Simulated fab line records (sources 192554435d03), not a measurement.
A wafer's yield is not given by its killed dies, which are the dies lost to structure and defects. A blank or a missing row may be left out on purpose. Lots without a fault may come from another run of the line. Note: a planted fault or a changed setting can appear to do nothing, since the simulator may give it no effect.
Which tool was responsible?	flow n5_finfet	72 wafers from 24 lots sampled at 6 of the route's 1938 steps

WHAT THE GAUGES SHOWED, per wafer
N5_BEOL_M3_INSPECT_13: inspects for defects (brightfield). Usual: 400 for raw_defect_count, sd 84.
lot	measured	on	raw_defect_count	flag
L074	day 7 03:35	defect_inspect-02	419 280 321	
L075	day 7 11:29	defect_inspect-02	429 351 430	
L076	day 7 19:50	defect_inspect-01	313 321 275	
L078	day 7 19:52	defect_inspect-01	449 282 289	
L077	day 7 19:55	defect_inspect-02	664 522 605	
L079	day 8 08:18	defect_inspect-02	488 499 367	
L080	day 8 11:52	defect_inspect-01	467 358 383	
L081	day 8 18:21	defect_inspect-01	425 534 409	
L082	day 9 02:59	defect_inspect-02	466 372 379	
L083	day 9 09:01	defect_inspect-01	405 336 334	
L084	day 9 15:18	defect_inspect-02	412 396 351	
L085	day 9 18:59	defect_inspect-02	292 466 469	
L086	day 9 22:12	defect_inspect-01	464 454 403	
L087	day 10 02:40	defect_inspect-02	395 394 383	
L088	day 10 06:44	defect_inspect-01	290 285 297	
L089	day 11 01:59	defect_inspect-02	393 455 356	
L090	day 11 03:41	defect_inspect-01	276 420 271	
L092	day 11 17:35	defect_inspect-02	271 505 417	
L091	day 11 23:27	defect_inspect-02	426 411 450	
L093	day 12 05:44	defect_inspect-02	393 366 365	
L094	day 12 06:08	defect_inspect-02	457 565 524	
L095	day 12 12:31	defect_inspect-01	362 360 407	
L097	day 12 13:46	defect_inspect-01	344 297 347	
L096	day 12 13:51	defect_inspect-01	425 478 477	

WHICH TOOL RAN EACH LOT (tool, then ch and the chambers of the sampled wafers, then the start)
lot	N5_BEOL_M2_ANNEAL_87	N5_BEOL_M2_SPUTTER_90	N5_BEOL_M2_ANNEAL_93	N5_BEOL_M2_PRE_CLEAN_60	N5_BEOL_M2_CO_CAP_55
L074	pvd_sputter-01, day 6 23:04	pvd_sputter-01, day 6 23:27	pvd_sputter-01, day 6 23:46	cvd_co-01 ch 0,1, day 7 01:02	cvd_co-01 ch 0,1, day 7 01:05
L075	pvd_sputter-03, day 7 08:10	pvd_sputter-03, day 7 08:31	pvd_sputter-03, day 7 08:49	cvd_co-02 ch 0,1,2, day 7 10:00	cvd_co-02 ch 0,1,2, day 7 10:02
L076	pvd_sputter-02, day 7 13:04	pvd_sputter-02, day 7 13:25	pvd_sputter-02, day 7 13:43	cvd_co-02 ch 1,2, day 7 14:56	cvd_co-02 ch 1,2, day 7 14:59
L078	pvd_sputter-03, day 7 13:07	pvd_sputter-03, day 7 13:28	pvd_sputter-03, day 7 13:46	cvd_co-01 ch 0,1,2, day 7 15:07	cvd_co-01 ch 0,1,2, day 7 15:09
L077	pvd_sputter-01, day 7 13:16	pvd_sputter-01, day 7 13:38	pvd_sputter-01, day 7 13:56	cvd_co-02 ch 0,1,2, day 7 15:11	cvd_co-02 ch 0,1,2, day 7 15:13
L079	pvd_sputter-02, day 8 05:02	pvd_sputter-02, day 8 05:24	pvd_sputter-02, day 8 05:42	cvd_co-02 ch 0,2, day 8 06:53	cvd_co-02 ch 0,2, day 8 06:56
L080	pvd_sputter-02, day 8 08:53	pvd_sputter-02, day 8 09:14	pvd_sputter-02, day 8 09:32	cvd_co-02 ch 0,1,2, day 8 10:49	cvd_co-02 ch 0,1,2, day 8 10:51
L081	pvd_sputter-02, day 8 14:59	pvd_sputter-02, day 8 15:21	pvd_sputter-02, day 8 15:39	cvd_co-02 ch 0,2, day 8 16:55	cvd_co-02 ch 0,2, day 8 16:57
L082	pvd_sputter-01, day 8 19:43	pvd_sputter-01, day 8 20:05	pvd_sputter-01, day 8 20:23	cvd_co-01 ch 0,1,2, day 8 22:13	cvd_co-01 ch 0,1,2, day 8 22:15
L083	pvd_sputter-02, day 9 04:35	pvd_sputter-02, day 9 04:56	pvd_sputter-02, day 9 05:14	cvd_co-02 ch 0,1,2, day 9 06:25	cvd_co-02 ch 0,1,2, day 9 06:28
L084	pvd_sputter-01, day 9 11:46	pvd_sputter-01, day 9 12:08	pvd_sputter-01, day 9 12:26	cvd_co-02 ch 0,1,2, day 9 13:37	cvd_co-02 ch 0,1,2, day 9 13:40
L085	pvd_sputter-01, day 9 15:49	pvd_sputter-01, day 9 16:10	pvd_sputter-01, day 9 16:28	cvd_co-01 ch 0,1,2, day 9 17:40	cvd_co-01 ch 0,1,2, day 9 17:42
L086	pvd_sputter-01, day 9 17:39	pvd_sputter-01, day 9 18:01	pvd_sputter-01, day 9 18:19	cvd_co-01 ch 0,1,2, day 9 19:47	cvd_co-01 ch 0,1,2, day 9 19:50
L087	pvd_sputter-03, day 9 23:54	pvd_sputter-03, day 10 00:16	pvd_sputter-03, day 10 00:34	cvd_co-02 ch 0,1,2, day 10 01:44	cvd_co-02 ch 0,1,2, day 10 01:47
L088	pvd_sputter-02, day 10 03:15	pvd_sputter-02, day 10 03:37	pvd_sputter-02, day 10 03:55	cvd_co-01 ch 0,1, day 10 05:06	cvd_co-01 ch 0,1, day 10 05:08
L089	pvd_sputter-01, day 10 20:38	pvd_sputter-01, day 10 21:00	pvd_sputter-01, day 10 21:18	cvd_co-01 ch 0,1, day 10 22:37	cvd_co-01 ch 0,1, day 10 22:40
L090	pvd_sputter-02, day 11 00:03	pvd_sputter-02, day 11 00:25	pvd_sputter-02, day 11 00:43	cvd_co-01 ch 0,1,2, day 11 01:53	cvd_co-01 ch 0,1,2, day 11 01:56
L092	pvd_sputter-01, day 11 13:47	pvd_sputter-01, day 11 14:08	pvd_sputter-01, day 11 14:26	cvd_co-01 ch 0,2, day 11 15:41	cvd_co-01 ch 0,2, day 11 15:44
L091	pvd_sputter-02, day 11 19:40	pvd_sputter-02, day 11 20:01	pvd_sputter-02, day 11 20:19	cvd_co-02 ch 0,1,2, day 11 21:43	cvd_co-02 ch 0,1,2, day 11 21:45
L093	pvd_sputter-01, day 12 00:41	pvd_sputter-01, day 12 01:02	pvd_sputter-01, day 12 01:20	cvd_co-02 ch 0,1,2, day 12 02:32	cvd_co-02 ch 0,1,2, day 12 02:34
L094	pvd_sputter-03, day 12 02:43	pvd_sputter-03, day 12 03:05	pvd_sputter-03, day 12 03:23	cvd_co-01 ch 1,2, day 12 04:34	cvd_co-01 ch 1,2, day 12 04:37
L095	pvd_sputter-03, day 12 07:38	pvd_sputter-03, day 12 07:59	pvd_sputter-03, day 12 08:17	cvd_co-01 ch 1,2, day 12 09:29	cvd_co-01 ch 1,2, day 12 09:31
L097	pvd_sputter-03, day 12 10:32	pvd_sputter-03, day 12 10:54	pvd_sputter-03, day 12 11:12	cvd_co-02 ch 0,1,2, day 12 12:23	cvd_co-02 ch 0,1,2, day 12 12:25
L096	pvd_sputter-02, day 12 10:43	pvd_sputter-02, day 12 11:04	pvd_sputter-02, day 12 11:22	cvd_co-02 ch 0,2, day 12 12:33	cvd_co-02 ch 0,2, day 12 12:35
- N5_BEOL_M2_ANNEAL_87: time 240 s.
- N5_BEOL_M2_SPUTTER_90: material Cu, target thk 4.5 nm, time 8.29 s.
- N5_BEOL_M2_ANNEAL_93: time 240 s.
- N5_BEOL_M2_PRE_CLEAN_60: time 15 s.
- N5_BEOL_M2_CO_CAP_55: material Co, precursor CCTBA/H2, target thk 2 nm, time 102.1 s.

AS READ BY THE TOOLS THEMSELVES (means over the sampled wafers that have a number; for cases with no such wafer, the mark the record gives instead)
N5_BEOL_M2_ANNEAL_87. Usual: 849 W for heater_power_w, sd 91.
lot	tool	heater_power_w (W)	flag
L074	pvd_sputter-01	790	
L075	pvd_sputter-03	825	
L076	pvd_sputter-02	833	
L078	pvd_sputter-03	837	
L077	pvd_sputter-01	780	
L079	pvd_sputter-02	898	
L080	pvd_sputter-02	874	
L081	pvd_sputter-02	839	
L082	pvd_sputter-01	808	
L083	pvd_sputter-02	841	
L084	pvd_sputter-01	847	
L085	pvd_sputter-01	766	
L086	pvd_sputter-01	778	
L087	pvd_sputter-03	840	
L088	pvd_sputter-02	920	
L089	pvd_sputter-01	846	
L090	pvd_sputter-02	896	
L092	pvd_sputter-01	873	
L091	pvd_sputter-02	858	
L093	pvd_sputter-01	770	
L094	pvd_sputter-03	830	
L095	pvd_sputter-03	825	
L097	pvd_sputter-03	836	
L096	pvd_sputter-02	914	

N5_BEOL_M2_SPUTTER_90. Usual: 29.4 % for throttle_valve_pct, sd 1.2.
lot	tool	throttle_valve_pct (%)	flag
L074	pvd_sputter-01	30.3	
L075	pvd_sputter-03	29.9	
L076	pvd_sputter-02	28.9	
L078	pvd_sputter-03	30.1	
L077	pvd_sputter-01	28.4	
L079	pvd_sputter-02	28.9	
L080	pvd_sputter-02	28.5	
L081	pvd_sputter-02	29.3	
L082	pvd_sputter-01	28.2	
L083	pvd_sputter-02	29.5	
L084	pvd_sputter-01	29.5	
L085	pvd_sputter-01	29.5	
L086	pvd_sputter-01	28.7	
L087	pvd_sputter-03	29.6	
L088	pvd_sputter-02	28.1	
L089	pvd_sputter-01	28.8	
L090	pvd_sputter-02	28.9	
L092	pvd_sputter-01	30.7	
L091	pvd_sputter-02	29.7	
L093	pvd_sputter-01	28.4	
L094	pvd_sputter-03	29.7	
L095	pvd_sputter-03	30.0	
L097	pvd_sputter-03	30.0	
L096	pvd_sputter-02	29.4	

N5_BEOL_M2_ANNEAL_93. Usual: 852 W for heater_power_w, sd 92.
lot	tool	heater_power_w (W)	flag
L074	pvd_sputter-01	812	
L075	pvd_sputter-03	837	
L076	pvd_sputter-02	835	
L078	pvd_sputter-03	837	
L077	pvd_sputter-01	770	
L079	pvd_sputter-02	892	
L080	pvd_sputter-02	884	
L081	pvd_sputter-02	854	
L082	pvd_sputter-01	815	
L083	pvd_sputter-02	841	
L084	pvd_sputter-01	857	
L085	pvd_sputter-01	751	
L086	pvd_sputter-01	769	
L087	pvd_sputter-03	839	
L088	pvd_sputter-02	920	
L089	pvd_sputter-01	846	
L090	pvd_sputter-02	894	
L092	pvd_sputter-01	882	
L091	pvd_sputter-02	863	
L093	pvd_sputter-01	773	
L094	pvd_sputter-03	844	
L095	pvd_sputter-03	834	
L097	pvd_sputter-03	840	
L096	pvd_sputter-02	909	

N5_BEOL_M2_PRE_CLEAN_60. Usual: 86 W for heater_power_w, sd 16.
lot	tool	heater_power_w (W)	flag
L074	cvd_co-01	81	
L075	cvd_co-02	88	
L076	cvd_co-02	81	
L078	cvd_co-01	82	
L077	cvd_co-02	90	
L079	cvd_co-02	94	
L080	cvd_co-02	90	
L081	cvd_co-02	94	
L082	cvd_co-01	82	
L083	cvd_co-02	91	
L084	cvd_co-02	90	
L085	cvd_co-01	83	
L086	cvd_co-01	83	
L087	cvd_co-02	90	
L088	cvd_co-01	81	
L089	cvd_co-01	74	
L090	cvd_co-01	83	
L092	cvd_co-01	92	
L091	cvd_co-02	90	
L093	cvd_co-02	90	
L094	cvd_co-01	84	
L095	cvd_co-01	75	
L097	cvd_co-02	90	
L096	cvd_co-02	104	

N5_BEOL_M2_CO_CAP_55. Usual: chamber_pressure_Torr 30.01 Torr, standard deviation 0.065; heater_power_w 238 W, standard deviation 20.
lot	tool	chamber_pressure_Torr (Torr)	heater_power_w (W)	flag
L074	cvd_co-01	30.03	230	
L075	cvd_co-02	30.00	243	
L076	cvd_co-02	30.04	237	
L078	cvd_co-01	29.98	230	
L077	cvd_co-02	30.00	240	
L079	cvd_co-02	30.07	243	
L080	cvd_co-02	30.02	243	
L081	cvd_co-02	29.97	248	
L082	cvd_co-01	30.01	235	
L083	cvd_co-02	29.96	241	
L084	cvd_co-02	30.04	245	
L085	cvd_co-01	30.02	234	
L086	cvd_co-01	29.99	230	
L087	cvd_co-02	29.97	236	
L088	cvd_co-01	29.93	231	
L089	cvd_co-01	29.99	221	
L090	cvd_co-01	30.02	232	
L092	cvd_co-01	30.05	244	
L091	cvd_co-02	29.99	244	
L093	cvd_co-02	29.99	242	
L094	cvd_co-01	29.95	236	
L095	cvd_co-01	30.05	221	
L097	cvd_co-02	30.02	243	
L096	cvd_co-02	30.05	259	

THE ANSWER, worked out from the rows above alone
Rule: a lot counts as off when the mean over its wafers that have a number is more than 3 standard deviations away from the usual mean. Also off: a lot with no number at a reading for which 4 or more lots have one. Where the step has rows for the other lots, those lots are counted as sound. The gauges are gone through in route order, then the tools' own readings, and for those a lot's mean is taken as printed above. At the first step where some lot is off, the reading lying furthest off is the one used; lots without a number count as furthest.
No lot is off at any reading shown: from this, nothing can be told.

WHAT THE SIMULATOR HAD INSERTED
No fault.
